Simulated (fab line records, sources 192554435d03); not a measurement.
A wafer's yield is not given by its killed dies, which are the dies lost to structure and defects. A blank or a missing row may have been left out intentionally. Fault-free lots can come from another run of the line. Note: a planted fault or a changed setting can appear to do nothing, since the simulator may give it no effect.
Comparing a struck lot with a sound one + flow n5_finfet + 16 steps out of a route of 1938
Sound: wafers L283.1, L283.3, L283.5. Struck: wafer L286.3 (L286.1, L286.6, from the same lot, were not struck and are left out); the cause is given at the end.
Each step with rows lists, per side, the tool, then ch with its chambers, then its first start. Under that, the readings that differ: sound wafers + struck wafers + difference of the means + sigmas: that difference in standard deviations of wafers without a fault.
alike: same words and numbers on both sides, and readings whose means sit less than 2 such deviations apart. not compared: any withheld reading, any reading some wafer has no value for, any bound like >300 that may hide the same value, and any number with overlapping values for which the record gives no deviation.
Wherever a step has rows on one side only, a row that says differs or no value, or a row with sigmas, the two part there. Numbers that have no deviation but don't overlap get no sigmas and don't part them. Lack of a reading on every wafer of one side parts them only where that side has two or more wafers.

first, 4 steps without rows for these wafers: N5_BEOL_M10_HM_STRIP_39 (strips TiN in peroxide tin strip, target depth 25 nm, time 158 s); N5_BEOL_M10_SRD_40 (time 30 s); N5_BEOL_M10_PRECLEAN_42 (cleans in residue remover, time 60 s); N5_BEOL_M10_SRD_43 (time 30 s).
N5_BEOL_M10_CD_MEAS_35: target cd 70 nm.
  struck on cd_sem-01, day 12 08:20; sound on cd_sem-01, day 10 23:02
  alike: cd_nm
N5_BEOL_M10_CURE_72: cures SiCOH lowk, time 120 s.
  sound on uv_cure-01 ch 0, day 10 23:04; struck on uv_cure-01 ch 1, day 12 08:23
  alike: lamp_power_pct, wafer_temp_C_max
N5_BEOL_M10_DEGAS_44: time 60 s.
  struck on pvd_sputter-03, day 12 09:00; sound on pvd_sputter-02, day 10 23:43
  alike: heater_power_w
N5_BEOL_M10_PRE_CLEAN_45: time 30 s.
  struck on pvd_sputter-03, day 12 09:02; sound on pvd_sputter-02, day 10 23:45
  alike: heater_power_w
N5_BEOL_M10_ALD_74: deposits TaN, target thk 2 nm, pulse time 2 s, purge time 3 s.
  sound on ald_metal-04 ch 1,2, day 10 23:49; struck on ald_metal-01 ch 2, day 12 09:06
  alike: heater_power_w
then, 3 steps without rows for these wafers: N5_BEOL_M10_SURFACE_TREAT_76; N5_BEOL_M10_CVD_75 (deposits Co from CCTBA/H2, target thk 2 nm, time 138.9 s); N5_BEOL_M10_SPUTTER_48 (material Cu, target thk 12 nm, time 2 s).
N5_BEOL_M10_ECD_50: material Cu, target thk 318 nm.
  sound on ecd_cu-02 ch 0,1, day 11 00:29; struck on ecd_cu-02 ch 0, day 12 10:05
| reading                                 | sound             | struck | difference | sigmas |
|-----------------------------------------|-------------------|--------|------------|--------|
| model.Cu_of_BEOL_M10_ECD_50.thk_nm (nm) | 317.2 322.6 316.4 | 222.6  | -96.1      |        |
N5_BEOL_M10_ANNEAL_51: time 90 s.
  sound on rtp_anneal-02 ch 0, day 11 00:36; struck on rtp_anneal-02 ch 0, day 12 10:22
  alike: wafer_temp_C_max
N5_BEOL_M10_CMP_52: polishes, stops on SiCOH lowk, t overpolish 7 s, target thk 140 nm.
  sound on cmp-01 ch 0,2, day 11 00:56; struck on cmp-04 ch 0, day 12 10:40
| reading                | sound    | struck | difference | sigmas |
|------------------------|----------|--------|------------|--------|
| time_to_endpoint_s (s) | 67 66 69 | 43     | -24        | -8     |
  alike: motor_current_A
N5_BEOL_M10_THK_MEAS_53: measures by xrf.
  struck on film_metro-01, day 12 10:57; sound on film_metro-02, day 11 01:11
  alike: M10_THK

## WHERE THEY PART
Within this record, at N5_BEOL_M10_CMP_52 only. Later steps at which nothing parts them and some readings are alike: N5_BEOL_M10_THK_MEAS_53.

WHY: what the simulator had put in
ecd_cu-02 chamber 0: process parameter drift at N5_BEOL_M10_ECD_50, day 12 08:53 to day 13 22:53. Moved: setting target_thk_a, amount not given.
